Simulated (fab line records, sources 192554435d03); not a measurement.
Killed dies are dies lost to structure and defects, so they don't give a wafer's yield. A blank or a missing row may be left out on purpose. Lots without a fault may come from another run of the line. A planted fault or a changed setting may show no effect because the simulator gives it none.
fab line records | flow n5_finfet | part 1 of 2: steps 1 to 22 of 35
record lots=5 wafers=15 last_day=18
route steps=1938 shown HKMG_FIN@391
lots that met no fault: from a run of the same line without faults
start_h: hours from the record's first day to the start of the lot's first wafer shown | wait_h: hours since the lot's step before | " the same as in the row above | L1.1+2: a row that stands for several wafers | - no value, or no start given | * or withheld: withheld | < > ~ a bound
route shown NAME@n: a module of which the file shows steps, and the number in the route of the first | usual: mean/standard deviation of fault-free wafers | same: alike in all rows | chamber/n: place in a boat | sites: the reading at each site | _std_site: their standard deviation | _edge_site: outer sites' mean less inner sites' | radius_mm: how far each site lies from the wafer's centre | mask NAME#n: copy n | behind: the tool/chamber that last shaped the wafer | hold: why the lot was held/for how many hours/how that ended | device: the transistor (n, p or np) that didn't switch | end of line: the same wafers' tests at the end of the route | a step without rows: its recipe alone | killed: dies lost to structure and defects at the first sort, not the wafer's yield | map: a wafer's dies, x killed, . not, _ none there
set.NAME: the setting as run; set.NAME@STEP: as run at that earlier step | model.NAME: the simulator's own value behind a step, which no gauge read
lots at some steps of the route; a table a step, a row a wafer
services: from which hour (start_h, from the record's first day; less than 0 if before it) a tool's chamber was out of use, for how many hours, and why
## steps
# step N5_HKMG_FIN_COAT_42
# recipe resist=SiARC temp_c=220 time_s=60 spin_rpm=1500 resist_thk_nm=35
# columns lot.wafer tool chamber start_h wait_h
L077.1+3+4 litho_track-01 0 - -
L081.2+3+5 litho_track-05 0 - -
L084.2+3+4 litho_track-01 0 - -
L086.2+3+4 litho_track-01 0 - -
L096.1+4+5 litho_track-03 0 - -
# step N5_HKMG_FIN_COAT_43
# recipe resist=CAR-ArF spin_rpm=1500 resist_thk_nm=90
# columns lot.wafer tool chamber start_h wait_h
L077.1+3+4 litho_track-01 0 - -
L081.2+3+5 litho_track-05 0 - -
L084.2+3+4 litho_track-01 0 - -
L086.2+3+4 litho_track-01 0 - -
L096.1+4+5 litho_track-03 0 - -
# step N5_HKMG_FIN_EBR_45
# recipe solvent=PGMEA ebr_width_mm=1.5
# columns lot.wafer tool chamber start_h wait_h
L077.1+3+4 litho_track-01 0 - -
L081.2+3+5 litho_track-05 0 - -
L084.2+3+4 litho_track-01 0 - -
L086.2+3+4 litho_track-01 0 - -
L096.1+4+5 litho_track-03 0 - -
# step N5_HKMG_FIN_SOFTBAKE_44
# recipe temp_c=110 time_s=60 resist=CAR-ArF
# columns lot.wafer tool chamber start_h wait_h
L077.1+3+4 litho_track-01 0 - -
L081.2+3+5 litho_track-05 0 - -
L084.2+3+4 litho_track-01 0 - -
L086.2+3+4 litho_track-01 0 - -
L096.1+4+5 litho_track-03 0 - -
# step N5_HKMG_FIN_EXPOSE_46
# recipe mask_id=NDIPOLE na=1.35 source_shape=conventional sigma_outer=0.8 polarization=unpolarized dose_mj=40
# same na=1.35
# columns lot.wafer tool chamber start_h wait_h mask
L077.1+3+4 arfi_scanner-02 0 88.73 - NDIPOLE#0
L081.2+3+5 arfi_scanner-02 0 114.93 - NDIPOLE#0
L084.2+3+4 arfi_scanner-02 0 136.26 - NDIPOLE#0
L086.2+3+4 arfi_scanner-03 0 146.76 - NDIPOLE#0
L096.1+4+5 arfi_scanner-01 0 204.88 - NDIPOLE#0
# step N5_HKMG_FIN_PEB_47
# recipe peb_temp_c=withheld peb_time_s=60 resist=CAR-ArF
# same peb_time_s=60
# columns lot.wafer tool chamber start_h wait_h
L077.1+3+4 litho_track-03 0 88.78 0.1
L081.2+3+5 litho_track-03 0 114.98 0.0
L084.2+3+4 litho_track-01 0 136.31 0.0
L086.2+3+4 litho_track-05 0 146.82 0.0
L096.1+4+5 litho_track-05 0 204.94 0.1
# step N5_HKMG_FIN_DEVELOP_48
# recipe develop_time_s=30 developer=TMAH resist=CAR-ArF rinse_liquid=diw dry=air_spin dev_temp_c=23
# columns lot.wafer tool chamber start_h wait_h
L077.1+3+4 litho_track-03 0 - -
L081.2+3+5 litho_track-03 0 - -
L084.2+3+4 litho_track-01 0 - -
L086.2+3+4 litho_track-05 0 - -
L096.1+4+5 litho_track-05 0 - -
# step N5_HKMG_FIN_CD_MEAS_49
# recipe target_cd_nm=202 landing_energy_ev=500 detector=se_inlens polarity=opening
# usual cd_nm=202.0/0.64
# columns lot.wafer tool chamber start_h wait_h cd_nm
L077.1 cd_sem-03 0 88.85 - 203.0
L077.3 " 0 " " 202.4
L077.4 " 0 " " 202.3
L081.2 cd_sem-01 0 115.05 - 202.1
L081.3 " 0 " " 200.8
L081.5 " 0 " " 202.1
L084.2 cd_sem-01 0 136.38 - 202.9
L084.3 " 0 " " 202.2
L084.4 " 0 " " 202.6
L086.2 cd_sem-02 0 146.88 - 202.8
L086.3 " 0 " " 202.7
L086.4 " 0 " " 203.2
L096.1 cd_sem-03 0 205.00 - 201.9
L096.4 " 0 " " 202.4
L096.5 " 0 " " 202.4
# step N5_HKMG_FIN_OVL_MEAS_50
# recipe points_per_wafer=44
# usual NDIPOLE_OVL=-0.4/0.8
# columns lot.wafer tool chamber start_h wait_h NDIPOLE_OVL[nm]
L077.1 overlay-02 0 88.88 0.0 -0.6
L077.3 " 0 " " -1.4
L077.4 " 0 " " 0.2
L081.2 overlay-01 0 115.08 0.0 -0.4
L081.3 " 0 " " -0.3
L081.5 " 0 " " 0.8
L084.2 overlay-01 0 136.41 0.0 -0.4
L084.3 " 0 " " -2.2
L084.4 " 0 " " -1.0
L086.2 overlay-01 0 146.91 0.0 -0.3
L086.3 " 0 " " -1.7
L086.4 " 0 " " -0.1
L096.1 overlay-01 0 205.03 0.0 -0.2
L096.4 " 0 " " -1.3
L096.5 " 0 " " 0.7
# step N5_HKMG_FIN_INSPECT_61
# recipe mode=adi inspect_instrument=macro
# usual raw_defect_count=2.0/1.3
# columns lot.wafer tool chamber start_h wait_h raw_defect_count
L077.1 defect_inspect-01 - 88.90 0.0 3
L077.3 " - " " 5
L077.4 " - " " 1
L081.2 defect_inspect-02 - 115.11 0.0 1
L081.3 " - " " 0
L081.5 " - " " 3
L084.2 defect_inspect-01 - 136.43 0.0 3
L084.3 " - " " 3
L084.4 " - " " 0
L086.2 defect_inspect-02 - 146.94 0.0 3
L086.3 " - " " 0
L086.4 " - " " 3
L096.1 defect_inspect-02 - 205.06 0.0 3
L096.4 " - " " 0
L096.5 " - " " 1
# step N5_HKMG_FIN_DESCUM_53
# recipe chemistry=O2 time_s=7.9 source_power_w=50 bias_power_w=20 pressure_mtorr=20 rf_frequency_hz=2.712e+07 temp_c=40 resist=CAR-ArF o2_flow_sccm=225
# usual drypump_motor_current_A=5.7/0.54 oes_product_au=0.80/0.11 rf_vpp_V=243.0/1.5 showerhead_plenum_p_Torr=2.07/0.073 throttle_valve_pct=20.41/0.24
# columns lot.wafer tool chamber start_h wait_h drypump_motor_current_A oes_product_au rf_hours_counter_h rf_vpp_V showerhead_plenum_p_Torr throttle_valve_pct
L077.1 rie_diel-01 2 89.94 1.0 5.1 0.70 216 243.3 2.07 20.39
L077.3 " 3 " " 6.1 0.68 238 242.6 2.08 20.89
L077.4 " 0 " " 6.0 0.81 82 243.7 2.10 20.21
L081.2 rie_diel-06 1 116.09 1.0 4.9 0.84 95 243.6 2.11 20.16
L081.3 " 0 " " 5.5 0.70 241 241.7 1.98 20.75
L081.5 " 1 " " 4.9 0.83 - 243.9 2.11 20.16
L084.2 rie_diel-01 1 136.47 0.0 6.7 0.69 248 241.8 2.05 20.83
L084.3 " 2 " " 5.1 0.69 238 243.9 2.07 20.42
L084.4 " 0 " " 6.0 0.79 - 245.1 2.09 20.24
L086.2 rie_diel-06 3 146.97 0.0 5.3 0.96 6 243.7 2.06 20.05
L086.3 " 2 " " 5.5 0.87 49 243.9 2.13 20.67
L086.4 " 1 " " 4.9 0.82 - 244.0 2.11 20.18
L096.1 rie_diel-02 3 205.09 0.0 6.6 0.67 217 241.4 1.96 20.03
L096.4 " 1 " " 5.4 0.67 244 241.9 1.97 20.45
L096.5 " 3 " " 6.6 0.68 - 241.8 1.96 20.02
# step N5_HKMG_FIN_ETCH_54
# recipe chemistry=CF4 target=SiARC target_depth_a=455 mask_material=CAR-ArF time_s=75.8 ion_energy_ev=80 pressure_mtorr=40 source_w=545 bias_w=36 Ar_flow_sccm=100 cf4_flow_sccm=100 ends=cleared
# usual cf4_flow_sccm=100.02/0.29 drypump_motor_current_A=5.7/0.54 etch_rf_on_time_s=75.9/1.9 oes_product_au=0.68/0.091 rf_vpp_V=183.9/1.1 showerhead_plenum_p_Torr=2.12/0.067 throttle_valve_pct=15.60/0.23
# columns lot.wafer tool chamber start_h wait_h cf4_flow_sccm drypump_motor_current_A etch_rf_on_time_s oes_product_au rf_hours_counter_h rf_vpp_V showerhead_plenum_p_Torr throttle_valve_pct
L077.1 rie_diel-01 2 89.98 0.0 100.18 5.1 74.7 0.61 216 183.6 2.12 15.55
L077.3 " 3 " " 99.68 6.1 75.0 0.58 238 182.4 2.13 16.05
L077.4 " 0 " " 100.07 6.0 78.3 0.69 82 183.3 2.17 15.51
L081.2 rie_diel-06 1 116.13 0.0 100.05 4.9 76.7 0.70 95 183.9 2.17 15.37
L081.3 " 0 " " 99.73 5.5 76.7 0.60 241 181.7 2.02 15.84
L081.5 " 1 " " 100.09 4.9 76.8 0.70 - 184.7 2.17 15.35
L084.2 rie_diel-01 1 136.50 0.0 100.25 6.7 77.2 0.59 248 184.0 2.11 16.06
L084.3 " 2 " " 100.22 5.1 76.1 0.59 238 183.6 2.11 15.62
L084.4 " 0 " " 99.64 6.0 79.7 0.67 - 184.5 2.16 15.58
L086.2 rie_diel-06 3 147.01 0.0 99.72 5.3 73.2 0.83 6 183.9 2.11 15.14
L086.3 " 2 " " 100.15 5.5 76.0 0.74 49 185.6 2.16 15.78
L086.4 " 1 " " 100.01 4.9 76.9 0.69 - 182.8 2.16 15.39
L096.1 rie_diel-02 3 205.13 0.0 100.15 6.5 75.6 0.58 217 183.4 2.04 15.52
L096.4 " 1 " " 100.03 5.4 79.8 0.57 244 182.4 2.04 15.79
L096.5 " 3 " " 100.56 6.5 76.2 0.60 - 183.4 2.04 15.50
# step N5_HKMG_FIN_ETCH_55
# recipe chemistry=N2/H2 target=SOC target_depth_a=2400 temp_c=40 time_s=300 ion_energy_ev=200 mask_material=SiARC pressure_mtorr=30 source_w=840 bias_w=150 n2_flow_sccm=200 h2_flow_sccm=200
# usual drypump_motor_current_A=5.7/0.54 oes_product_au=0.79/0.1 rf_vpp_V=523.2/2.4 showerhead_plenum_p_Torr=2.52/0.086 throttle_valve_pct=17.83/0.22
# columns lot.wafer tool chamber start_h wait_h drypump_motor_current_A oes_product_au rf_hours_counter_h rf_vpp_V showerhead_plenum_p_Torr throttle_valve_pct
L077.1 rie_diel-01 2 90.03 0.0 5.1 0.71 216 522.5 2.51 17.82
L077.3 " 3 " " 6.1 0.68 238 522.5 2.51 18.13
L077.4 " 0 " " 6.0 0.81 82 524.4 2.56 17.69
L081.2 rie_diel-06 1 116.18 0.0 4.9 0.83 95 524.7 2.56 17.53
L081.3 " 0 " " 5.5 0.70 241 520.5 2.41 18.21
L081.5 " 1 " " 4.9 0.82 - 524.9 2.56 17.55
L084.2 rie_diel-01 1 136.56 0.0 6.7 0.69 248 523.4 2.50 18.26
L084.3 " 2 " " 5.2 0.69 238 522.3 2.50 17.86
L084.4 " 0 " " 6.0 0.78 - 524.9 2.55 17.73
L086.2 rie_diel-06 3 147.06 0.0 5.3 0.97 6 522.0 2.50 17.42
L086.3 " 2 " " 5.5 0.85 49 524.0 2.59 18.00
L086.4 " 1 " " 4.9 0.81 - 524.1 2.55 17.56
L096.1 rie_diel-02 3 205.18 0.0 6.5 0.69 217 521.7 2.43 17.87
L096.4 " 1 " " 5.4 0.66 245 519.8 2.38 17.86
L096.5 " 3 " " 6.6 0.69 - 517.8 2.43 17.87
# step N5_HKMG_FIN_STRIP_56
# recipe chemistry=N2/H2 temp_c=40 n2_flow_sccm=200 h2_flow_sccm=200 rf_frequency_hz=6e+07
# columns lot.wafer tool chamber start_h wait_h
L077.1+3+4 rie_diel-01 2,3,0 90.21 0.1
L081.2+3+5 rie_diel-06 1,0,1 116.36 0.1
L084.2+3+4 rie_diel-01 1,2,0 136.74 0.1
L086.2+3+4 rie_diel-06 3,2,1 147.24 0.1
L096.1+4+5 rie_diel-02 3,1,3 205.36 0.1
# step N5_HKMG_FIN_STRIP_57
# recipe chemistry=CF4 resist=SiARC power_w=300 bias_power_w=75 pressure_mtorr=50 cf4_flow_sccm=150 rf_frequency_hz=6e+07
# usual cf4_flow_sccm=150.0/0.5 drypump_motor_current_A=5.7/0.54 oes_product_au=0.79/0.098 rf_vpp_V=270.8/1.6 showerhead_plenum_p_Torr=1.78/0.053 throttle_valve_pct=13.57/0.24
# columns lot.wafer tool chamber start_h wait_h cf4_flow_sccm drypump_motor_current_A oes_product_au rf_hours_counter_h rf_vpp_V showerhead_plenum_p_Torr throttle_valve_pct
L077.1 rie_diel-01 2 90.22 0.0 150.4 5.1 0.70 216 271.6 1.78 13.57
L077.3 " 3 " " 150.3 6.1 0.68 238 271.2 1.78 14.04
L077.4 " 0 " " 150.6 6.0 0.82 82 272.8 1.81 13.44
L081.2 rie_diel-06 1 116.37 0.0 149.9 4.9 0.82 95 272.3 1.81 13.32
L081.3 " 0 " " 150.6 5.5 0.70 242 268.1 1.69 13.82
L081.5 " 1 " " 150.0 4.9 0.82 - 271.4 1.81 13.34
L084.2 rie_diel-01 1 136.75 0.0 150.1 6.6 0.69 248 271.6 1.77 14.09
L084.3 " 2 " " 148.8 5.1 0.69 239 272.1 1.77 13.61
L084.4 " 0 " " 150.0 6.0 0.80 - 270.3 1.80 13.50
L086.2 rie_diel-06 3 147.25 0.0 150.2 5.3 0.93 6 272.2 1.77 13.09
L086.3 " 2 " " 150.2 5.5 0.85 49 271.3 1.82 13.74
L086.4 " 1 " " 149.9 4.9 0.80 - 270.6 1.81 13.37
L096.1 rie_diel-02 3 205.37 0.0 150.5 6.5 0.68 217 269.9 1.72 13.55
L096.4 " 1 " " 149.2 5.3 0.67 245 267.5 1.70 13.78
L096.5 " 3 " " 150.4 6.5 0.68 - 268.9 1.72 13.52
# step N5_HKMG_FIN_ETCH_58
# recipe chemistry=N2/H2 target=SOC target_depth_a=2158 ion_energy_ev=50 bias_w=13 time_s=741 pressure_mtorr=30 source_w=875 n2_flow_sccm=200 h2_flow_sccm=200
# usual drypump_motor_current_A=5.7/0.54 oes_product_au=0.79/0.11 rf_vpp_V=98.9/0.97 showerhead_plenum_p_Torr=2.52/0.086 throttle_valve_pct=17.79/0.22
# columns lot.wafer tool chamber start_h wait_h drypump_motor_current_A oes_product_au rf_hours_counter_h rf_vpp_V showerhead_plenum_p_Torr throttle_valve_pct
L077.1 rie_diel-01 2 90.24 0.0 5.1 0.71 216 99.0 2.51 17.78
L077.3 " 3 " " 6.1 0.69 239 98.5 2.51 18.10
L077.4 " 0 " " 6.0 0.80 82 98.7 2.56 17.65
L081.2 rie_diel-06 1 116.39 0.0 4.9 0.83 96 98.8 2.56 17.49
L081.3 " 0 " " 5.5 0.70 242 96.9 2.41 18.18
L081.5 " 1 " " 4.9 0.81 - 97.8 2.56 17.50
L084.2 rie_diel-01 1 136.77 0.0 6.7 0.69 248 97.8 2.50 18.22
L084.3 " 2 " " 5.1 0.70 239 101.6 2.50 17.80
L084.4 " 0 " " 6.0 0.77 - 99.1 2.55 17.70
L086.2 rie_diel-06 3 147.27 0.0 5.3 0.97 6 99.1 2.50 17.37
L086.3 " 2 " " 5.5 0.86 50 99.6 2.59 17.96
L086.4 " 1 " " 4.9 0.81 - 98.6 2.55 17.54
L096.1 rie_diel-02 3 205.39 0.0 6.6 0.68 217 98.9 2.43 17.81
L096.4 " 1 " " 5.4 0.66 245 97.4 2.38 17.82
L096.5 " 3 " " 6.5 0.68 - 99.0 2.43 17.83
# step N5_HKMG_FIN_STRIP_93
# recipe chemistry=N2/H2 material=SOC time_s=20 power_w=500 temp_c=40 pressure_mtorr=50 rf_frequency_hz=6e+07 bias_power_w=8 h2_frac=0.5 n2_flow_sccm=300 h2_flow_sccm=300
# usual drypump_motor_current_A=5.7/0.54 oes_product_au=0.80/0.11 rf_vpp_V=54.1/0.93 showerhead_plenum_p_Torr=3.33/0.11 throttle_valve_pct=19.05/0.25
# columns lot.wafer tool chamber start_h wait_h drypump_motor_current_A oes_product_au rf_hours_counter_h rf_vpp_V showerhead_plenum_p_Torr throttle_valve_pct
L077.1 rie_diel-01 2 90.67 0.2 5.1 0.71 217 53.2 3.32 19.17
L077.3 " 3 " " 6.1 0.70 239 54.4 3.31 19.18
L077.4 " 0 " " 6.0 0.82 83 54.4 3.38 18.89
L081.2 rie_diel-06 1 116.82 0.2 4.9 0.81 96 54.9 3.38 18.74
L081.3 " 0 " " 5.5 0.71 242 53.3 3.18 19.58
L081.5 " 1 " " 4.9 0.82 - 53.5 3.38 18.75
L084.2 rie_diel-01 1 137.19 0.2 6.7 0.69 249 51.8 3.30 19.39
L084.3 " 2 " " 5.1 0.69 239 54.4 3.31 19.20
L084.4 " 0 " " 6.0 0.79 - 54.4 3.37 18.92
L086.2 rie_diel-06 3 147.70 0.2 5.3 0.96 7 54.6 3.30 18.67
L086.3 " 2 " " 5.5 0.86 50 55.0 3.41 18.92
L086.4 " 1 " " 4.9 0.81 - 54.5 3.37 18.77
L096.1 rie_diel-02 3 205.82 0.2 6.6 0.69 218 55.0 3.22 19.33
L096.4 " 1 " " 5.4 0.65 245 53.7 3.16 18.97
L096.5 " 3 " " 6.5 0.68 - 52.9 3.22 19.33
# step N5_HKMG_FIN_WET_ETCH_76
# recipe chemistry=dNH4OH mix=1:50 temp_c=25 target=Al2O3 stop_on=La2O3 target_depth_nm=2.25 dry=ipa_marangoni rinse_time_s=30 rinse_temp_c=23
# columns lot.wafer tool chamber start_h wait_h
L077.1+3+4 wet_bench-02 1,2,4 90.75 0.1
L081.2+3+5 wet_bench-02 5,4,7 116.90 0.1
L084.2+3+4 wet_bench-05 7,2,3 137.35 0.1
L086.2+3+4 wet_bench-05 3,1,4 147.78 0.1
L096.1+4+5 wet_bench-03 2,7,3 205.90 0.1
# step N5_HKMG_FIN_STRIP_60
# recipe chemistry=N2/H2 power_w=2500 temp_c=300 h2_frac=0.65 time_s=360 pressure_mtorr=withheld n2_flow_sccm=1750 h2_flow_sccm=3250
# usual drypump_motor_current_A=5.9/0.56 heater_power_w=482/53
# columns lot.wafer tool chamber start_h wait_h drypump_motor_current_A heater_power_w rf_hours_counter_h
L077.1 plasma_asher-01 0 90.82 0.0 5.9 406 80
L077.3 " 0 " " 5.9 406 -
L077.4 " 1 " " 5.0 531 -
L081.2 plasma_asher-01 0 116.97 0.0 5.8 409 82
L081.3 " 0 " " 5.9 415 -
L081.5 " 1 " " 5.0 504 -
L084.2 plasma_asher-02 0 137.41 0.0 5.8 544 57
L084.3 " 0 " " 5.7 523 -
L084.4 " 1 " " 6.6 444 -
L086.2 plasma_asher-01 0 147.85 0.0 5.9 420 89
L086.3 " 1 " " 5.0 517 -
L086.4 " 0 " " 5.9 414 -
L096.1 plasma_asher-02 0 205.97 0.0 5.8 532 71
L096.4 " 0 " " 5.8 541 -
L096.5 " 1 " " 6.6 452 -
# step N5_HKMG_FIN_WET_ETCH_77
# recipe chemistry=dHCl mix=1:10000 temp_c=25 target=La2O3 stop_on=HfO2 target_depth_nm=2
# columns lot.wafer tool chamber start_h wait_h
L077.1+3+4 wet_bench-02 3,1,4 91.21 0.3
L081.2+3+5 wet_bench-05 0,1,7 117.36 0.3
L084.2+3+4 wet_bench-02 5,4,6 137.80 0.3
L086.2+3+4 wet_bench-02 1,6,2 148.24 0.3
L096.1+4+5 wet_bench-02 1,3,6 206.36 0.3
# step N5_HKMG_FIN_WET_ETCH_78
# recipe chemistry=dNH4OH mix=1:50 temp_c=25 target=Al2O3 stop_on=La2O3 target_depth_nm=4.5 dry=ipa_marangoni rinse_time_s=30 rinse_temp_c=23
# columns lot.wafer tool chamber start_h wait_h
L077.1+3+4 wet_bench-02 3,1,4 91.24 0.0
L081.2+3+5 wet_bench-05 0,1,7 117.39 0.0
L084.2+3+4 wet_bench-02 5,4,6 137.83 0.0
L086.2+3+4 wet_bench-02 1,6,2 148.27 0.0
L096.1+4+5 wet_bench-02 1,3,6 206.39 0.0
# step N5_HKMG_FIN_ALD_79
# recipe material=TiN target_thk_a=15 temp_c=400 ald_precursor_family=TiCl4 ald_co_reactant=NH3 pulse_time_s=1 purge_time_s=3 co_reactant_purge_time_s=2 co_reactant_pulse_time_s=2 ald_cycles=68 pressure_torr=3
# usual chamber_pressure_Torr=3.000/0.0066 heater_power_w=873/110 precursor_pulse_height_rel=1.000/0.02
# columns lot.wafer tool chamber start_h wait_h chamber_pressure_Torr heater_power_w precursor_pulse_height_rel
L077.1 ald_metal-02 0 91.31 0.0 2.999 918 0.998
L077.3 " 2 " " 3.004 889 1.019
L077.4 " 3 " " 3.004 1050 1.016
L081.2 ald_metal-02 0 117.46 0.0 2.998 896 1.038
L081.3 " 2 " " 3.001 899 0.958
L081.5 " 1 " " 2.986 1123 1.006
L084.2 ald_metal-01 2 137.91 0.0 2.994 795 1.013
L084.3 " 1 " " 2.995 725 0.993
L084.4 " 0 " " 3.006 894 1.045
L086.2 ald_metal-04 0 148.35 0.0 3.000 790 1.017
L086.3 " 1 " " 2.988 885 0.997
L086.4 " 0 " " 2.997 797 0.993
L096.1 ald_metal-01 3 206.46 0.0 2.994 963 1.026
L096.4 " 0 " " 2.993 879 1.001
L096.5 " 1 " " 3.004 727 1.007
